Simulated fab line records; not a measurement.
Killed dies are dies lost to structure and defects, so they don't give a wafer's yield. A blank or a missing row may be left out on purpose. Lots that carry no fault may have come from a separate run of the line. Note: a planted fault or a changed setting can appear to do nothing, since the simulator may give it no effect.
A lot that was struck, set against a sound lot -- flow nand harc -- 13 out of 1159 route steps
Sound: the wafers L823.1, L823.5, L823.6. Wafers L813.1, L813.5, L813.6 were the ones struck. The cause is named last.
Each step with rows lists, per side, the tool, then ch with its chambers, then its first start. Under that, the readings that differ: sound wafers -- struck wafers -- difference of the means -- sigmas: that difference in standard deviations of wafers without a fault.
alike: words and numbers the same on both sides, and readings whose means are apart by under 2 such deviations; not compared: readings that were withheld, readings missing a value for some wafer, numbers with overlapping values and no deviation given by the record, and bounds like >300 which may hide the same value.
A row with sigmas, a row that says differs or no value, or rows on one side alone: a step with any of these is where the two part. Numbers that don't overlap but have no deviation are shown without sigmas and don't part them. Lack of a reading on every wafer of one side parts them only where that side has two or more wafers.

first, 7 steps without rows for these wafers: NHARC_A_STAIRCASE_COAT_435; NHARC_A_STAIRCASE_SOFTBAKE_436 (time 170 s); NHARC_A_STAIRCASE_EBR_437; NHARC_A_STAIRCASE_EXPOSE_438 (exposes mask STAIR REV); NHARC_A_STAIRCASE_PEB_439 (peb time 130 s); NHARC_A_STAIRCASE_DEVELOP_440 (time 140 s); NHARC_A_STAIRCASE_HARDBAKE_442 (time 140 s).
NHARC_A_STAIRCASE_DESCUM_443: chemistry O2, time 3 s.
  sound on rie diel-11 ch 1,2,3, day 17 23:30; struck on rie diel-11 ch 0,1,3, day 16 00:59
  alike: drypump motor current A, oes product au, rf vpp V, showerhead plenum p Torr, throttle valve pct
  not compared: rf hours counter h
NHARC_A_STAIRCASE_ETCH_444: etches the open film in C4F8/O2, target depth 10200 nm, time 3400 s.
  sound on rie diel-11 ch 0,1, day 17 23:41; struck on rie diel-11 ch 1,2,3, day 16 03:10
  alike: oes product au, rf vpp V
  not compared: rf hours counter h
NHARC_A_STAIRCASE_STRIP_446: strips in O2.
  sound on plasma asher-01 ch 0,1, day 18 01:59; struck on plasma asher-01 ch 0,1, day 16 05:26
reading,sound,struck,difference,sigmas
rf refl power W (W),- - -,13 12 12,no value on the sound wafers,
  alike: drypump motor current A, heater power w
  not compared: rf hours counter h
NHARC_A_STAIRCASE_STRIP_447: strips in SPM, time 900 s.
  sound on wet bench-02 ch 1,4,6, day 18 02:17; struck on wet bench-01 ch 3,4,7, day 16 05:48
  no value came back on the struck wafers for bath guard temp C (C), bath heat duty pct (%); on the sound wafers bath guard temp C (C) reads 131.0 129.9 129.5
then, 1 step without rows for these wafers: NHARC_A_STAIRCASE_PRECLEAN_448 (cleans in SC1).
-- jump in the record: it breaks off in module A_STAIRCASE and resumes in module END (first step shown: number 1159 of the route), and 6 days separate the struck wafers' starts before and after --
NHARC_END_SORT_01:
  sound on prober-02 ch 0, day 24 18:43; struck on prober-01 ch 0, day 21 23:33
  alike: killed at array, killed at other, killed at periphery, killed dies, killed open, killed short

WHERE THEY PART
Last at NHARC_A_STAIRCASE_STRIP_447 as far as this record goes, first at NHARC_A_STAIRCASE_STRIP_446. Later steps at which nothing parts them and some readings are alike: NHARC_END_SORT_01.

WHY: the cause the simulator had injected
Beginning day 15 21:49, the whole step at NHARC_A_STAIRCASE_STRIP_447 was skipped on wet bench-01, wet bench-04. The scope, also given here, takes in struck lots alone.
